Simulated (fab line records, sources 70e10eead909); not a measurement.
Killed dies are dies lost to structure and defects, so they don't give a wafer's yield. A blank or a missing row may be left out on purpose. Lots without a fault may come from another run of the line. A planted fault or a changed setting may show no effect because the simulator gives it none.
Which tool did it? | flow nand_harc | 11 lots, 33 wafers sampled, at 5 steps of a route of 1302

WHAT THE GAUGES READ, wafer by wafer
NHARC_END_SORT_01.
lot  | measured     | on        | defect_limited_yield (%) | killed_at_array | killed_at_other | killed_at_periphery | killed_dies | killed_open | killed_short
L652 | day 28 13:51 | prober-01 | 95.9 95.4 96.8           | 22 21 20        | 0 1 0           | 6 9 2               | 28 31 22    | 6 3 2       | 2 3 3
L661 | day 32 15:10 | prober-01 | 92.3 91.0                | 49 56           | 1 2             | 2 3                 | 52 61       | 3 4         | 2 5

WHICH TOOL RAN EACH LOT (tool, then ch and the chambers of the sampled wafers, then the start)
lot  | NHARC_P_M2_PRE_CLEAN_32         | NHARC_P_BONDPAD_ETCH_12                       | NHARC_P_BONDPAD_ETCH_24            | NHARC_P_BONDPAD_CMP_19
L643 | pecvd-02 ch 0,1, day 6 15:55    | rie_diel-08 ch 0,1,3, day 6 18:23 or earlier  | rie_diel-12 ch 0,1,2, day 6 18:23  | cmp-03 ch 1,2,3, day 6 19:53
L647 | pecvd-03 ch 0,1,2, day 8 05:42  | rie_diel-12 ch 0,1, day 8 08:13 or earlier    | rie_diel-07 ch 1,2, day 8 08:13    | cmp-04 ch 2,3, day 8 09:41
L648 | pecvd-02 ch 0,2, day 8 18:53    | rie_diel-12 ch 1,2, day 8 21:20 or earlier    | rie_diel-07 ch 0,1, day 8 21:20    | cmp-04 ch 0,3, day 8 22:49
L649 | pecvd-02 ch 0,1, day 8 19:44    | rie_diel-07 ch 0,1,3, day 8 22:14 or earlier  | rie_diel-08 ch 2,3, day 8 22:14    | cmp-02 ch 0,1, day 9 00:03
L650 | pecvd-03 ch 0,1, day 9 09:55    | rie_diel-12 ch 1,2,3, day 9 12:14 or earlier  | rie_diel-08 ch 1,2, day 9 12:14    | cmp-03 ch 0,3, day 9 14:41
L652 | pecvd-03 ch 0,1,2, day 10 14:11 | rie_diel-12 ch 1,3, day 10 16:43 or earlier   | rie_diel-08 ch 2,3, day 10 16:43   | cmp-04 ch 1,3, day 10 18:16
L661 | pecvd-03 ch 0,1, day 14 01:10   | rie_diel-07 ch 0,2,3, day 14 03:36 or earlier | rie_diel-08 ch 0,1, day 14 03:36   | cmp-03 ch 0,1,3, day 14 05:08
L662 | pecvd-02 ch 0,1, day 14 10:51   | rie_diel-08 ch 1,2,3, day 14 13:29 or earlier | rie_diel-12 ch 1,2, day 14 13:29   | cmp-03 ch 2,3, day 14 14:58
L663 | pecvd-02 ch 0,1, day 14 20:35   | rie_diel-12 ch 0,2,3, day 14 23:13 or earlier | rie_diel-07 ch 0,2,3, day 14 23:13 | cmp-03 ch 0,2,3, day 15 00:45
L664 | pecvd-03 ch 0,1,2, day 15 03:29 | rie_diel-07 ch 0,3, day 15 06:00 or earlier   | rie_diel-12 ch 0,1,2, day 15 06:00 | cmp-04 ch 1,3, day 15 07:38
L666 | pecvd-02 ch 0, day 16 08:23     | rie_diel-12 ch 1,2, day 16 12:03 or earlier   | rie_diel-12 ch 0,2,3, day 16 12:03 | cmp-03 ch 1,2, day 16 14:03
- NHARC_P_M2_PRE_CLEAN_32: time 12 s.
- NHARC_P_BONDPAD_ETCH_12: etches the open film in CHF3/O2, target depth 200 nm, time 100 s.
- NHARC_P_BONDPAD_ETCH_24: etches the open film in CF4/N2, target depth 30 nm, time 72.99 s.
- NHARC_P_BONDPAD_CMP_19: polishes, t overpolish 30 s, cu recess touch 16 s, target thk 160.81 nm.

WHAT THE TOOLS THEMSELVES READ (means of the sampled wafers that have a number; where no wafer has one, the mark that the record gives instead)
NHARC_P_M2_PRE_CLEAN_32.
lot  | tool     | heater_power_w (W) | rf_fwd_power_W (W)
L643 | pecvd-02 | 717                | 292.8
L647 | pecvd-03 | 596                | 292.1
L648 | pecvd-02 | 630                | 292.1
L649 | pecvd-02 | 743                | 292.6
L650 | pecvd-03 | 576                | 292.9
L652 | pecvd-03 | 603                | 292.8
L661 | pecvd-03 | 550                | 292.9
L662 | pecvd-02 | 719                | 291.8
L663 | pecvd-02 | 764                | 291.6
L664 | pecvd-03 | 601                | 293.1
L666 | pecvd-02 | 616                | 293.4

NHARC_P_BONDPAD_ETCH_12.
lot  | tool        | drypump_motor_current_A (A) | oes_product_au (a.u.) | rf_fwd_power_W (W) | rf_vpp_V (V) | showerhead_plenum_p_Torr (Torr) | throttle_valve_pct (%)
L643 | rie_diel-08 | 6.1                         | 0.925                 | 496.8              | 370.0        | 2.35                            | 20.574
L647 | rie_diel-12 | 6.1                         | 0.918                 | 496.3              | 371.8        | 2.45                            | 20.576
L648 | rie_diel-12 | 6.2                         | 0.933                 | 496.1              | 370.3        | 2.39                            | 20.585
L649 | rie_diel-07 | 5.5                         | 0.953                 | 498.1              | 372.7        | 2.50                            | 20.581
L650 | rie_diel-12 | 6.2                         | 0.982                 | 496.5              | 370.5        | 2.40                            | 20.570
L652 | rie_diel-12 | 6.4                         | 0.930                 | 497.7              | 371.6        | 2.42                            | 20.576
L661 | rie_diel-07 | 5.9                         | 0.964                 | 496.6              | 371.4        | 2.42                            | 20.568
L662 | rie_diel-08 | 6.4                         | 0.929                 | 497.7              | 370.6        | 2.38                            | 20.573
L663 | rie_diel-12 | 6.1                         | 0.925                 | 495.8              | 370.3        | 2.43                            | 20.566
L664 | rie_diel-07 | 5.7                         | 0.951                 | 496.5              | 372.2        | 2.48                            | 20.572
L666 | rie_diel-12 | 6.2                         | 0.919                 | 497.8              | 369.9        | 2.39                            | 20.570

NHARC_P_BONDPAD_ETCH_24.
lot  | tool        | drypump_motor_current_A (A) | oes_product_au (a.u.) | rf_fwd_power_W (W) | rf_vpp_V (V) | showerhead_plenum_p_Torr (Torr) | throttle_valve_pct (%)
L643 | rie_diel-12 | 6.0                         | 1.009                 | 298.8              | 314.4        | 2.65                            | 19.793
L647 | rie_diel-07 | 5.7                         | 0.994                 | 297.3              | 313.6        | 2.56                            | 19.788
L648 | rie_diel-07 | 5.5                         | 0.988                 | 298.5              | 316.6        | 2.77                            | 19.791
L649 | rie_diel-08 | 6.6                         | 1.001                 | 298.1              | 312.1        | 2.53                            | 19.789
L650 | rie_diel-08 | 6.3                         | 0.993                 | 298.1              | 315.7        | 2.68                            | 19.796
L652 | rie_diel-08 | 6.5                         | 1.202                 | 298.5              | 313.2        | 2.60                            | 19.797
L661 | rie_diel-08 | 5.8                         | 0.991                 | 299.1              | 315.0        | 2.65                            | 19.797
L662 | rie_diel-12 | 6.2                         | 0.993                 | 297.8              | 314.0        | 2.61                            | 19.796
L663 | rie_diel-07 | 5.9                         | 0.991                 | 297.2              | 313.6        | 2.65                            | 19.795
L664 | rie_diel-12 | 6.1                         | 0.995                 | 297.4              | 313.4        | 2.64                            | 19.791
L666 | rie_diel-12 | 6.0                         | 1.001                 | 297.8              | 314.0        | 2.66                            | 19.804

NHARC_P_BONDPAD_CMP_19.
lot  | tool   | motor_current_A (A) | overpolish_run_s (s)
L643 | cmp-03 | 11.8                | 29.998
L647 | cmp-04 | 10.6                | 30.008
L648 | cmp-04 | 10.8                | 29.994
L649 | cmp-02 | 11.9                | 30.000
L650 | cmp-03 | 11.9                | 29.993
L652 | cmp-04 | 11.0                | 30.006
L661 | cmp-03 | 11.8                | 29.999
L662 | cmp-03 | 12.0                | 29.992
L663 | cmp-03 | 11.6                | 30.005
L664 | cmp-04 | 10.5                | 30.003
L666 | cmp-03 | 11.2                | 29.993

THE ANSWER, worked out from the rows above alone
Rule: what is usual is taken from the lots themselves. Put in order of their means at a reading, lots are off if they are a third of the lots or fewer, leave a main group of 4 or more, and stand apart from it by a gap of 3 or more times the standard deviation of the main group's means; of several such gaps the widest counts. A main group whose means are all the same, to the digits that the tables above print for the reading, isn't used. A lot without any number at a reading at which 4 lots or more have one is off too. The other lots that the step has rows for count as sound. The gauges are gone through in route order, then the tools' own readings, and for those a lot's mean is taken as printed above. The first step at which some lot is off is used, and at that step the reading that is off furthest; a lot without a number counts as furthest.
Off: L652, at NHARC_P_BONDPAD_ETCH_24 (oes_product_au). The main group: mean 0.996 a.u., standard deviation 0.006.
A tool fits if, at that step or a process step before it, it ran every lot that is off, and no sound lot after the first of them. NHARC_P_BONDPAD_ETCH_12 gives no start for some lots, so the hours and the order of its lots are those of NHARC_P_BONDPAD_ETCH_24. None of those tried fits.

WHAT THE SIMULATOR HAD PUT IN
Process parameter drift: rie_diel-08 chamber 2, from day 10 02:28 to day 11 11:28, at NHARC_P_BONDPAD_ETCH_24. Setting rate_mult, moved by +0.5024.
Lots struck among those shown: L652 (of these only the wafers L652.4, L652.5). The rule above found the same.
